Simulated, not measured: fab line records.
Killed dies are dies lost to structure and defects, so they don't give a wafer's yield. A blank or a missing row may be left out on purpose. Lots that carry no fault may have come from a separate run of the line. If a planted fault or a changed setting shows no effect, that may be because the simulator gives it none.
One fault through the eyes of 2 desks | flow nandHarc | numbers are kept per desk, each desk with only its own; the story behind them comes last

== FROM THE METROLOGY DESK ==
What the gauges read for every lot (on any tool): the sampled wafers with a number, averaged. The brackets show how far a lot's mean lies from the usual mean; more than 4 standard deviations puts the lot out of limits, marked OUT.
Columns: A = cdNm at NHARC_P_GATE_CD_MEAS_59, usual 720.7 nm
lot  | first seen here | A
L300 | day 5 10:39     | 721.3
L301 | day 5 21:04     | 720.3
L305 | day 6 06:49     | 720.1
L303 | day 6 13:20     | 722.7
L306 | day 6 19:49     | 721.1
L307 | day 6 20:34     | 719.8
L308 | day 7 12:53     | 720.3
L312 | day 8 16:01     | 722.1
L314 | day 9 02:59     | 719.5
L317 | day 9 09:41     | 720.6
L321 | day 10 09:05    | 720.7
L322 | day 10 20:49    | 719.5
L323 | day 11 01:00    | 720.2
Finding of this desk: none of the 13 lots has anything out of limits.

== THE TOOL OWNER'S DESK: lithoTrack-05 ==
The tool's own readings at NHARC_P_GATE_PEB_44 (peb time 85 s): means of the sampled wafers that have a number, for each lot that ran on this tool. The brackets show how far a lot's mean lies from the usual mean; more than 4 standard deviations puts the lot out of limits, marked OUT.
Columns: A = heaterPowerTotalW at NHARC_P_GATE_PEB_44, usual 163.99 W; B = plateTempC at NHARC_P_GATE_PEB_44, usual 117.99 C
lot  | first seen here | A                 | B
L303 | day 6 11:29     | 163.92            | 118.11
L306 | day 6 17:59     | 164.04            | 118.02
L312 | day 8 14:07     | 162.85            | 117.15 (-5.6) OUT
L314 | day 9 01:17     | 162.77 (-4.2) OUT | 117.21 (-5.2) OUT
This desk finds L312, L314 out of limits, L312 being first, at day 8 14:07 (plateTempC at NHARC_P_GATE_PEB_44). In limits: L303, L306.

== ALL TOGETHER ==
On L312, L314, at day 8 14:07, an alarm was possible from the tool owner's desk.
Nothing out of limits was seen by the metrology desk.
The metrology desk has L312, L314 on record, within its limits.
NHARC_P_GATE_PEB_44 was run on lithoTrack-05 by each of the lots named.

== WHAT THE SIMULATOR PUT IN ==
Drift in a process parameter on lithoTrack-05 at NHARC_P_GATE_PEB_44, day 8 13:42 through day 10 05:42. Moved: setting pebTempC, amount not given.
Shown lots that were struck: L312, L314.
Time in hours from fault onset to the first out-of-limits reading at each desk: the tool owner's desk, 0.
